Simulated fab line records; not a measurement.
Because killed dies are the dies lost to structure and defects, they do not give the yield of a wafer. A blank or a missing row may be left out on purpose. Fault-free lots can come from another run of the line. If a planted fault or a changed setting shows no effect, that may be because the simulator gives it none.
A lot that was struck, set against a sound lot / flow nand_harc / 12 out of 1302 route steps
Sound: the wafers L292.1, L292.3, L292.6. Struck: wafers L299.2, L299.3. (L299.5 of the same lot was not struck and is left out.) The cause comes at the end.
Each step with rows lists, per side, the tool, then ch with its chambers, then its first start. Under that, the readings that differ: sound wafers / struck wafers / difference of the means / sigmas: that difference in standard deviations of wafers without a fault.
alike: readings whose means differ by less than 2 such deviations, and words and numbers that are the same on both sides. not compared: withheld readings, readings that some wafer has no value for, bounds like >300 that may hide the same value, and numbers for which the record gives no deviation and whose values overlap.
Wherever a step has rows on one side only, a row that says differs or no value, or a row with sigmas, the two part there. Numbers that don't overlap but have no deviation are shown without sigmas and don't part them. A reading missing from all wafers of one side parts the sides only when that side holds two or more wafers.

NHARC_A_SLIT_ETCH_29: etches the open film in CF4/O2, target depth 100 nm, overetch 10 nm, time 55 s.
  sound on rie_diel-13 ch 0,1,3, day 20 13:40; struck on rie_diel-02 ch 2,3, day 23 17:02
  alike: chamber_pressure_mTorr, drypump_motor_current_A, oes_product_au, rf_vpp_V, showerhead_plenum_p_Torr, throttle_valve_pct
  not compared: rf_hours_counter_h
NHARC_A_SLIT_STRIP_18: strips in O2.
  sound: rie_diel-13 ch 1,3; struck: rie_diel-02 ch 0,3
  alike: chamber_pressure_mTorr, drypump_motor_current_A, oes_product_au, rf_vpp_V, showerhead_plenum_p_Torr, throttle_valve_pct
  not compared: rf_hours_counter_h
then, 2 steps without rows for these wafers: NHARC_A_SLIT_PRECLEAN_19 (cleans in SC1); NHARC_A_SLIT_SRD_20.
NHARC_A_SLIT_CD_MEAS_21:
  sound on cd_sem-02 at day 20 14:12; struck on cd_sem-03 at day 23 17:34
  alike: cd_nm
then, 3 steps without rows for these wafers: NHARC_A_SIN_REMOVE_WET_00 (chemistry H3PO4, time 15300 s); NHARC_A_SIN_REMOVE_PRECLEAN_01 (cleans in SC1); NHARC_A_SIN_REMOVE_SRD_02.
NHARC_A_SIN_REMOVE_INSPECT_04:
  sound on defect_inspect-02 at day 20 20:49; struck on defect_inspect-01 at day 24 00:10
  alike: raw_defect_count
NHARC_A_WL_FILL_ALD_00: deposits Al2O3, target thk 3 nm, pulse time 3 s, ald cycles 30.
  sound on ald_hk-01 ch 0,1,3, day 20 20:57; struck on ald_hk-03 ch 2,3, day 24 00:15
  alike: heater_power_w, precursor_pulse_height_rel
  not compared: ald_cycles
NHARC_A_WL_FILL_RTA_01: time 5 s.
  sound on rtp_anneal-02 ch 0, day 20 21:10; struck on rtp_anneal-01 ch 0, day 24 00:31
reading=lamp_power_pct (%); sound=29.1 29.2 29.1; struck=31.8 31.8; difference=+2.7; sigmas=+2
reading=lamp_zone_1_pct (%); sound=29.1 29.1 29.2; struck=31.9 31.8; difference=+2.7; sigmas=+2
reading=lamp_zone_5_pct (%); sound=29.1 29.1 29.1; struck=31.8 31.8; difference=+2.7; sigmas=+2
reading=lamp_zone_6_pct (%); sound=29.1 29.0 29.1; struck=31.7 31.7; difference=+2.6; sigmas=+2
  alike: wafer_temp_C_max
NHARC_A_WL_FILL_ALD_02: deposits TiN, target thk 2 nm, pulse time 3 s, ald cycles 100.
  sound on ald_metal-02 ch 0,1, day 20 21:22; struck on ald_metal-02 ch 1,2, day 24 00:42
reading=ald_cycles; sound=100 100 100; struck=50 50; difference=-50; sigmas=
  alike: heater_power_w, precursor_pulse_height_rel

== WHERE THEY PART ==
At NHARC_A_WL_FILL_RTA_01 and nowhere else, as far as this record goes. Later steps at which nothing parts them and some readings are alike: NHARC_A_WL_FILL_ALD_02.

WHY: what had been put in by the simulator
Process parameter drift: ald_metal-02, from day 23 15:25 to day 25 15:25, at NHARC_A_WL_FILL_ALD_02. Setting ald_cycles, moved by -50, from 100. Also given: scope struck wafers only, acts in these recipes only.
